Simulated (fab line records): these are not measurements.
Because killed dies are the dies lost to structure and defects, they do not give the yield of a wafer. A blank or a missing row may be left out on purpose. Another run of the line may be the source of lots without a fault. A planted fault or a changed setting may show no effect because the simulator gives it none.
Matching of chambers :: flow n5Finfet :: cmp-01 running N5_GATE_CUT_CMP_61: 4 sister chambers
The step polishes, stops on SiNx, t overpolish 3 s. 8 wafers are shown with their chamber, then 7 later ones without.

## WAFERS WITH THEIR CHAMBER
wafer: L081.3
chamber: 2
motorCurrentA (A): 13.6

wafer: L083.2
chamber: 3
motorCurrentA (A): 11.5

wafer: L083.4
chamber: 1
motorCurrentA (A): 11.9

wafer: L085.2
chamber: 0
motorCurrentA (A): 11.4

wafer: L085.3
chamber: 1
motorCurrentA (A): 12.1

wafer: L085.4
chamber: 3
motorCurrentA (A): 10.8

wafer: L088.1
chamber: 2
motorCurrentA (A): 13.3

wafer: L088.3
chamber: 0
motorCurrentA (A): 11.4

## WAFERS WITH NO CHAMBER GIVEN
wafer: L088.6
motorCurrentA (A): 11.7

wafer: L093.1
motorCurrentA (A): 11.4

wafer: L093.4
motorCurrentA (A): 12.4

wafer: L093.6
motorCurrentA (A): 11.5

wafer: L096.2
motorCurrentA (A): 12.6

wafer: L096.4
motorCurrentA (A): 11.0

wafer: L096.5
motorCurrentA (A): 11.7

## CHAMBER TAKEN BY EACH
wafer: L088.6
from the rows above: can't be placed: 0 or 1 or 3
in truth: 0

wafer: L093.1
from the rows above: can't be placed: 0 or 3
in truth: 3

wafer: L093.4
from the rows above: 1
in truth: 1

wafer: L093.6
from the rows above: can't be placed: 0 or 3 or 1
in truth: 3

wafer: L096.2
from the rows above: can't be placed: 1 or 2
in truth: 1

wafer: L096.4
from the rows above: can't be placed: 3 or 0
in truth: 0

wafer: L096.5
from the rows above: can't be placed: 0 or 1 or 3
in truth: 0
Correct placement for 1 of the 7. These rows do not allow placing 6 (true chamber among the candidates in 6). Wrongly placed: 0.
How it was worked out, from the rows above alone: a wafer's distance from a chamber is the root of the sum, over the readings, of the square of ((its reading less the chamber's mean) divided by the reading's scatter). The wafer belongs to the nearest chamber; if the next one is less than 2 further off, it can't be placed. For every chamber, the mean is computed from those of its wafers that are shown. How the scatter is found: for the shown wafers, subtract from each reading the mean of its chamber, square and add these, divide the total by (wafers less chambers), then take the root.
